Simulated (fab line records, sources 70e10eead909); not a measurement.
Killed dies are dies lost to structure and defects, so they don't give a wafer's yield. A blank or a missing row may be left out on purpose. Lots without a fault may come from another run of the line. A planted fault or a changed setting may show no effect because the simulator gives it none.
Problem report in the 8D (eight disciplines) form, filled by code | flow nand_harc | the parts of the form that need people (team, actions taken, sign-off) are left out

1. THE PROBLEM
killed_dies at NHARC_END_SORT_01 reads a mean of 677 on 6 wafers of 2 lots; wafers without a fault read 60 with a standard deviation of 19. That is +32 standard deviations from the usual mean.
First seen on wafer L514.1, day 28 14:54, on prober-02. The record holds 6 wafers of 2 lots with a number at this step. Rule for "out", or "out of limits": more than 4 standard deviations from the usual mean. The other wafers with a number count as sound.

2. WHAT IT IS AND WHAT IT IS NOT
question                    | is                           | is not
which readings at this step | killed_dies, killed_at_array | killed_at_other, killed_open, killed_short
which lots                  | L512, L514                   | -
which wafers of those lots  | all that have a number       | -
read on which gauges        | prober-01, prober-02         | -
when                        | from day 28 14:54            | up to then (0 sound wafers)

3. SUSPECTS, AND WHAT RULES EACH OUT
Counting: a tool at a process step up to the reading stays a suspect if it ran every lot that is out and no sound lot after the first of them.
- the gauge at NHARC_END_SORT_01: ruled out. The wafers that are out were read on 2 gauges (prober-01, prober-02).
- rie_diel-07 at NHARC_A_CHANNEL_HOLE_D2_DESCUM_15 (chemistry O2, time 3 s): kept. It ran every lot that is out, first L512 (day 17 06:21), and no sound lot after that.
- rie_diel-07 at NHARC_A_CHANNEL_HOLE_D2_ETCH_38 (etches the open film in CF4, target depth 39 nm, time 65 s): kept. It ran every lot that is out, first L512 (day 17 06:28), and no sound lot after that.
- har_etch-02 at NHARC_A_CHANNEL_HOLE_D2_ETCH_27 (etches the open film in C4F8/O2/Ar, time 90 s, target depth 400 nm): kept. It ran every lot that is out, first L512 (day 17 15:20), and no sound lot after that.
Left after counting: rie_diel-07 at NHARC_A_CHANNEL_HOLE_D2_DESCUM_15, rie_diel-07 at NHARC_A_CHANNEL_HOLE_D2_ETCH_38, har_etch-02 at NHARC_A_CHANNEL_HOLE_D2_ETCH_27.

4. THE CAUSE (what the simulator had put in)
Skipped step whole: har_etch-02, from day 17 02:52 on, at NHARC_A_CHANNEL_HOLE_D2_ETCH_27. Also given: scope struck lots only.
Counting left 3 suspects, and this tool is among them.

5. THE CHAIN OF EFFECTS, in route order
Each row: a reading whose mean over the struck wafers that have a number lies more than 3 standard deviations from the usual. Only readings for which the record gives a usual standard deviation are gone through. hours: the time from each lot's start at the first step in this table that gives one to its start at this step, as a median over the lots. sigmas: the change in usual standard deviations.
hours | step              | reading         | usual | on struck wafers | change | sigmas
0     | NHARC_END_SORT_01 | killed_at_array | 55    | 672              | +617   | +31
0     | NHARC_END_SORT_01 | killed_dies     | 60    | 677              | +617   | +32
Readings that are blank on the struck wafers while sound wafers have them: bias_v at NHARC_A_CHANNEL_HOLE_D2_ETCH_27; c4f8_flow_sccm at NHARC_A_CHANNEL_HOLE_D2_ETCH_27; drypump_motor_current_A at NHARC_A_CHANNEL_HOLE_D2_ETCH_27; he_backside_leak_sccm at NHARC_A_CHANNEL_HOLE_D2_ETCH_27; showerhead_plenum_p_Torr at NHARC_A_CHANNEL_HOLE_D2_ETCH_27; throttle_valve_pct at NHARC_A_CHANNEL_HOLE_D2_ETCH_27.

6. WHAT WOULD HAVE CAUGHT IT SOONER
In this record the first reading out of limits at a measuring or inspecting step was taken at day 28 14:54, 276 hours after the fault began at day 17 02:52.
At NHARC_A_CHANNEL_HOLE_D2_ETCH_27 the tool's readings are blank on the struck wafers, where sound wafers have them: an empty tool record is the first sign, and it was there at once.
All the lots that are out (2) had begun NHARC_A_CHANNEL_HOLE_D2_ETCH_27 on har_etch-02 by day 28 14:54. A hold on the tool at that time would have spared none of them.
